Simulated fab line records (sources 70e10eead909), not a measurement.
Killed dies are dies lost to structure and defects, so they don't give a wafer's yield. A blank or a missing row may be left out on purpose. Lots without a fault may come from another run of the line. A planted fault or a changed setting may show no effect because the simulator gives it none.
Chamber matching ; flow nandHarc ; rieDiel-13 running NHARC_A_CONTACT_ETCH_102: 4 sister chambers
The step etches the open film in CF4/O2, target depth 100 nm, overetch 10 nm, time 55 s. 7 wafers are shown with their chamber, then 8 later ones without.

## WAFERS, EACH WITH ITS CHAMBER
wafer;chamber;showerheadPlenumPTorr (Torr);rfVppV (V)
L074.2;0;1.41;197.9
L079.5;3;1.26;197.4
L086.3;3;1.25;195.6
L088.1;1;1.34;198.3
L088.2;2;1.36;199.3
L088.5;1;1.34;197.9
L090.1;2;1.36;198.5

## WAFERS WITHOUT THEIR CHAMBER
wafer;showerheadPlenumPTorr (Torr);rfVppV (V)
L090.4;1.34;197.7
L090.5;1.34;197.8
L095.2;1.33;197.1
L095.3;1.36;197.9
L095.6;1.25;195.7
L096.3;1.39;199.3
L096.4;1.33;199.1
L096.5;1.36;197.7

## THE CHAMBER EACH PASSED THROUGH
wafer;from the rows above;in truth
L090.4;1;1
L090.5;1;1
L095.2;1;1
L095.3;2;2
L095.6;3;3
L096.3;0;0
L096.4;1;1
L096.5;2;2
8 of 8 placed correctly. Left unplaced by these rows: 0. 0 placed wrongly.
How it was worked out, from the rows above alone: a wafer's distance from a chamber is the root of the sum, over the readings, of the square of ((its reading less the chamber's mean) divided by the reading's scatter). The wafer belongs to the nearest chamber; if the next one is less than 2 further off, it can't be placed. For every chamber, the mean is computed from those of its wafers that are shown. The scatter is the square root of a quotient: the sum, over the shown wafers, of each reading's squared deviation from its chamber's mean, divided by wafers minus chambers.
